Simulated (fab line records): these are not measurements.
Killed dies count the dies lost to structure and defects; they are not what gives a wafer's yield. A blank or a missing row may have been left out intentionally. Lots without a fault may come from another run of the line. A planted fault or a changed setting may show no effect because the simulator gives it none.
Matching of chambers + flow n5-finfet + N5_DUMMY_GATE_ALD_02 on ald-sin-03 has 4 sister chambers
The step deposits SiO2, target thk 2 nm, pulse time 1 s. 7 wafers are shown with their chamber, then 7 later ones without.

## WAFERS PAIRED WITH THEIR CHAMBERS
| wafer  | chamber | heater-power-w (W) | precursor-pulse-height-rel |
|--------|---------|--------------------|----------------------------|
| L785.1 | 3       | 530                | 0.989                      |
| L785.2 | 2       | 496                | 0.976                      |
| L785.6 | 3       | 500                | 1.052                      |
| L786.6 | 1       | 507                | 0.989                      |
| L791.3 | 0       | 425                | 1.025                      |
| L791.5 | 0       | 429                | 1.006                      |
| L791.6 | 1       | 509                | 1.002                      |

## WAFERS WITHOUT THEIR CHAMBER
| wafer  | heater-power-w (W) | precursor-pulse-height-rel |
|--------|--------------------|----------------------------|
| L795.2 | 520                | 0.996                      |
| L795.6 | 501                | 1.023                      |
| L796.5 | 521                | 0.991                      |
| L796.6 | 489                | 1.014                      |
| L798.1 | 523                | 1.011                      |
| L798.2 | 437                | 1.016                      |
| L798.3 | 484                | 1.018                      |

## WHICH CHAMBER EACH ONE RAN IN
| wafer  | from the rows above          | in truth |
|--------|------------------------------|----------|
| L795.2 | can't be placed: 1 or 3 or 2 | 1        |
| L795.6 | can't be placed: 3 or 1 or 2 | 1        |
| L796.5 | can't be placed: 1 or 3 or 2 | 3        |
| L796.6 | can't be placed: 2 or 1 or 3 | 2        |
| L798.1 | can't be placed: 3 or 1 or 2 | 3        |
| L798.2 | 0                            | 0        |
| L798.3 | can't be placed: 2 or 1 or 3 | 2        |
Correctly placed: 1 of 7. Cannot be placed on the basis of these rows: 6; the candidates contain the true chamber in 6. Placed wrongly: 0.
How it was worked out, from the rows above alone: a wafer's distance from a chamber is the root of the sum, over the readings, of the square of ((its reading less the chamber's mean) divided by the reading's scatter). The wafer belongs to the nearest chamber; if the next one is less than 2 further off, it can't be placed. For every chamber, the mean is computed from those of its wafers that are shown. The scatter: take each reading less its chamber's mean, square it, sum over the shown wafers, divide by the number of wafers less the number of chambers, and take the root.
